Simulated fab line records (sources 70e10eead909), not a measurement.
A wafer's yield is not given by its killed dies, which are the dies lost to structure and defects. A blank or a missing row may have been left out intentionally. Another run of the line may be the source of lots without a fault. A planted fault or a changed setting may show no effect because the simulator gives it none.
What tool caused it? + flow nand_harc + 13 lots, 39 wafers sampled, at 6 steps of a route of 1302

## WHAT THE GAUGES SHOWED, per wafer
NHARC_A_ONON_D1_THK_MEAS_18: measures by ellipsometry.
| lot  | measured     | on            | thk_nm (nm)    |
|------|--------------|---------------|----------------|
| L226 | day 8 18:42  | film_metro-02 | 988 989 989    |
| L225 | day 8 18:42  | film_metro-01 | 1007 1006 1007 |
| L228 | day 9 11:16  | film_metro-01 | 1002 1001 1001 |
| L227 | day 9 11:16  | film_metro-02 | 993 993 992    |
| L236 | day 12 18:47 | film_metro-01 | 991 993 993    |
| L238 | day 13 10:43 | film_metro-01 | 1026 1025 1025 |
| L239 | day 14 04:40 | film_metro-01 | 999 1002 1000  |
| L240 | day 14 10:08 | film_metro-01 | 1001 998 999   |
| L241 | day 15 05:55 | film_metro-02 | 995 995 996    |
| L243 | day 15 16:45 | film_metro-01 | 1016 1017 1015 |
| L244 | day 16 03:59 | film_metro-02 | 1005 1008 1008 |
| L246 | day 17 01:38 | film_metro-01 | 998 999 1001   |
| L247 | day 17 15:14 | film_metro-01 | 994 995 993    |

NHARC_A_ONON_D1_THK_MEAS_34: measures by ellipsometry.
| lot  | measured     | on            | thk_nm (nm)       |
|------|--------------|---------------|-------------------|
| L226 | day 8 21:26  | film_metro-01 | 197.0 197.4 198.8 |
| L225 | day 8 21:26  | film_metro-02 | 201.9 199.9 202.9 |
| L228 | day 9 14:08  | film_metro-01 | 198.3 202.2 204.6 |
| L227 | day 9 14:12  | film_metro-01 | 200.1 199.9 201.7 |
| L236 | day 12 21:31 | film_metro-01 | 209.7 211.3 217.5 |
| L238 | day 13 13:29 | film_metro-01 | 210.5 211.4 214.3 |
| L239 | day 14 07:24 | film_metro-02 | 203.2 203.1 205.8 |
| L240 | day 14 12:53 | film_metro-01 | 195.5 201.3 200.2 |
| L241 | day 15 08:40 | film_metro-02 | 201.5 200.7 204.6 |
| L243 | day 15 19:31 | film_metro-02 | 198.0 201.6 198.9 |
| L244 | day 16 06:43 | film_metro-01 | 197.2 196.7 196.6 |
| L246 | day 17 04:22 | film_metro-01 | 199.1 199.4 200.8 |
| L247 | day 17 18:01 | film_metro-02 | 202.9 202.0 204.5 |

NHARC_END_SORT_01.
| lot  | measured     | on        | killed_at_array | killed_at_other | killed_at_periphery | killed_dies | killed_open | killed_short |
|------|--------------|-----------|-----------------|-----------------|---------------------|-------------|-------------|--------------|
| L226 | day 25 15:47 | prober-01 | 39 37 36        | 0 1 1           | 8 6 4               | 47 44 41    | 6 6 1       | 3 1 5        |
| L225 | day 25 15:43 | prober-02 | 60 56 66        | 0 0 2           | 1 5 2               | 61 61 70    | 6 5 2       | 0 0 3        |
| L228 | day 26 03:49 | prober-01 | 48 46 49        | 0 0 2           | 2 2 6               | 50 48 57    | 3 1 4       | 1 1 6        |
| L227 | day 26 03:46 | prober-02 | 75 69 69        | 0 0 0           | 2 3 1               | 77 72 70    | 5 2 3       | 3 2 3        |
| L236 | day 29 12:45 | prober-02 | 42 35 42        | 1 3 0           | 5 2 1               | 48 40 43    | 6 3 3       | 5 3 2        |
| L238 | day 30 00:19 | prober-01 | 83 101 99       | 0 0 0           | 6 7 1               | 89 108 100  | 2 4 3       | 0 2 2        |
| L239 | day 30 22:41 | prober-01 | 28 29 35        | 1 1 0           | 1 4 3               | 30 34 38    | 8 4 4       | 1 1 2        |
| L240 | day 30 16:34 | prober-01 | 36 43 37        | 0 2 0           | 2 1 4               | 38 46 41    | 3 6 3       | 3 4 1        |
| L241 | day 31 17:20 | prober-02 | 53 53 54        | 0 0 2           | 18 7 10             | 71 60 66    | 6 4 4       | 2 1 4        |
| L243 | day 32 11:26 | prober-01 | 50 69 61        | 1 0 0           | 3 3 2               | 54 72 63    | 4 6 4       | 1 4 0        |
| L244 | day 32 19:11 | prober-01 | 54 57 51        | 2 4 1           | 8 14 8              | 64 75 60    | 2 6 3       | 3 2 1        |
| L246 | day 33 12:08 | prober-02 | 43 42 44        | 1 0 0           | 2 4 1               | 46 46 45    | 2 3 3       | 4 2 0        |
| L247 | day 33 21:45 | prober-02 | 27 34 31        | 0 0 0           | 2 2 3               | 29 36 34    | 2 4 4       | 2 2 4        |

## WHAT TOOL EACH LOT RAN ON (gives the tool, then ch and the chambers of the sampled wafers, and finally the start)
| lot  | NHARC_A_ZERO_WELL_ETCH_13        | NHARC_A_ONON_D1_DEP_33          | NHARC_A_CHANNEL_HOLE_D1_DEP_01  |
|------|----------------------------------|---------------------------------|---------------------------------|
| L226 | rie_si-01 ch 0,1,2, day 7 10:14  | pecvd-02 ch 0,2, day 8 21:01    | pecvd-01 ch 0,1,2, day 9 02:50  |
| L225 | rie_si-03 ch 1,2,3, day 7 11:52  | pecvd-01 ch 0,1,2, day 8 21:04  | pecvd-01 ch 0,1,2, day 9 00:55  |
| L228 | rie_si-01 ch 0,1,2, day 8 04:02  | pecvd-04 ch 0,1, day 9 13:39    | pecvd-01 ch 0,1,2, day 9 17:01  |
| L227 | rie_si-03 ch 0,1, day 8 04:25    | pecvd-01 ch 0,1, day 9 13:50    | pecvd-03 ch 0,1,2, day 9 17:55  |
| L236 | rie_si-01 ch 0,2,3, day 11 09:27 | pecvd-02 ch 1,2, day 12 21:07   | pecvd-03 ch 0,2, day 13 03:38   |
| L238 | rie_si-01 ch 0,1, day 12 03:36   | pecvd-02 ch 0,1, day 13 13:07   | pecvd-02 ch 0,1, day 13 15:32   |
| L239 | rie_si-04 ch 0,2,3, day 12 20:35 | pecvd-04 ch 0,2, day 14 06:59   | pecvd-03 ch 0,1,2, day 14 10:08 |
| L240 | rie_si-01 ch 0,1,2, day 13 02:20 | pecvd-01 ch 0,1, day 14 12:31   | pecvd-02 ch 0,2, day 14 18:13   |
| L241 | rie_si-01 ch 2,3, day 13 18:26   | pecvd-04 ch 1,2, day 15 08:18   | pecvd-02 ch 0,1, day 15 11:26   |
| L243 | rie_si-03 ch 1,2,3, day 14 08:27 | pecvd-01 ch 1,2, day 15 19:05   | pecvd-02 ch 0,2, day 15 21:40   |
| L244 | rie_si-04 ch 1,3, day 14 17:06   | pecvd-01 ch 0,1,2, day 16 06:22 | pecvd-01 ch 0,2, day 16 08:51   |
| L246 | rie_si-01 ch 2,3, day 15 10:28   | pecvd-01 ch 0,1,2, day 17 04:00 | pecvd-03 ch 0,1,2, day 17 06:34 |
| L247 | rie_si-01 ch 0,1,3, day 16 00:28 | pecvd-04 ch 1,2, day 17 17:36   | pecvd-02 ch 0,2, day 17 22:35   |
- NHARC_A_ZERO_WELL_ETCH_13: etches the open film in HBr/Cl2, target depth 120 nm, time 40.1 s.
- NHARC_A_ONON_D1_DEP_33: deposits SiO2, target thk 200 nm.
- NHARC_A_CHANNEL_HOLE_D1_DEP_01: deposits SiON, target thk 140 nm.

## AS READ BY THE TOOLS THEMSELVES (means over the sampled wafers that have a number; for cases with no such wafer, the mark the record gives instead)
NHARC_A_ZERO_WELL_ETCH_13.
| lot  | tool      | drypump_motor_current_A (A) | oes_product_au (a.u.) | throttle_valve_pct (%) |
|------|-----------|-----------------------------|-----------------------|------------------------|
| L226 | rie_si-01 | 5.8                         | 1.005                 | 26.396                 |
| L225 | rie_si-03 | 5.8                         | 0.999                 | 26.406                 |
| L228 | rie_si-01 | 5.8                         | 0.999                 | 26.415                 |
| L227 | rie_si-03 | 5.8                         | 0.995                 | 26.414                 |
| L236 | rie_si-01 | 5.3                         | 1.003                 | 26.413                 |
| L238 | rie_si-01 | 5.9                         | 0.996                 | 26.407                 |
| L239 | rie_si-04 | 5.7                         | 0.996                 | 26.408                 |
| L240 | rie_si-01 | 5.8                         | 1.003                 | 26.411                 |
| L241 | rie_si-01 | 5.0                         | 1.006                 | 26.395                 |
| L243 | rie_si-03 | 5.8                         | 1.004                 | 26.402                 |
| L244 | rie_si-04 | 5.6                         | 1.006                 | 26.408                 |
| L246 | rie_si-01 | 5.2                         | 0.998                 | 26.404                 |
| L247 | rie_si-01 | 5.6                         | 1.007                 | 26.408                 |

NHARC_A_ONON_D1_DEP_33.
| lot  | tool     | heater_power_w (W) | throttle_valve_pct (%) |
|------|----------|--------------------|------------------------|
| L226 | pecvd-02 | 640                | 16.2                   |
| L225 | pecvd-01 | 467                | 16.1                   |
| L228 | pecvd-04 | 541                | 15.4                   |
| L227 | pecvd-01 | 505                | 16.1                   |
| L236 | pecvd-02 | 547                | 16.4                   |
| L238 | pecvd-02 | 631                | 16.3                   |
| L239 | pecvd-04 | 575                | 15.4                   |
| L240 | pecvd-01 | 626                | 15.6                   |
| L241 | pecvd-04 | 523                | 15.8                   |
| L243 | pecvd-01 | 538                | 15.6                   |
| L244 | pecvd-01 | 497                | 16.0                   |
| L246 | pecvd-01 | 533                | 16.2                   |
| L247 | pecvd-04 | 504                | 16.3                   |

NHARC_A_CHANNEL_HOLE_D1_DEP_01.
| lot  | tool     | heater_power_w (W) |
|------|----------|--------------------|
| L226 | pecvd-01 | 707                |
| L225 | pecvd-01 | 701                |
| L228 | pecvd-01 | 721                |
| L227 | pecvd-03 | 693                |
| L236 | pecvd-03 | 690                |
| L238 | pecvd-02 | 779                |
| L239 | pecvd-03 | 735                |
| L240 | pecvd-02 | 792                |
| L241 | pecvd-02 | 746                |
| L243 | pecvd-02 | 735                |
| L244 | pecvd-01 | 660                |
| L246 | pecvd-03 | 743                |
| L247 | pecvd-02 | 800                |

## THE ANSWER, worked out from the rows above alone
Rule: the usual values come from the lots themselves. The widest of any qualifying gaps counts: lots, ordered by their means at a reading, are off when they make up no more than a third of the lots, leave a main group of 4 or more, and stand apart from it by 3 or more times the standard deviation of that group's means. The tables above print the reading to a certain number of digits; a main group whose means all agree to those digits is not used. A lot without any number at a reading at which 4 lots or more have one is off too. Where the step has rows for the other lots, those lots are counted as sound. First the gauges in route order, then the tools' own readings, where a lot's mean is used as printed above. At the first step where some lot is off, the reading lying furthest off is the one used; lots without a number count as furthest.
Off: L236, L238 (NHARC_A_ONON_D1_THK_MEAS_34, thk_nm). Main group: mean 200.6 nm, sd 2.1.
If a tool, at a process step before that reading, ran all the lots that are off and no sound lot after the first of them, it fits. The gauges at NHARC_A_ONON_D1_THK_MEAS_34 are tried like those tools. One candidate fits, namely pecvd-02 at NHARC_A_ONON_D1_DEP_33. A fault onset in the window from L226 (day 8 21:01, its last sound lot) to L236 (day 12 21:07, its first lot off) fits.

## WHAT WAS PUT IN BY THE SIMULATOR
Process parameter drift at NHARC_A_ONON_D1_DEP_33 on pecvd-02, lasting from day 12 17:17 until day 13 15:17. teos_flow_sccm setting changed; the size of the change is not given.
Lots struck among those shown: L236, L238. This agrees with what the rule above found.
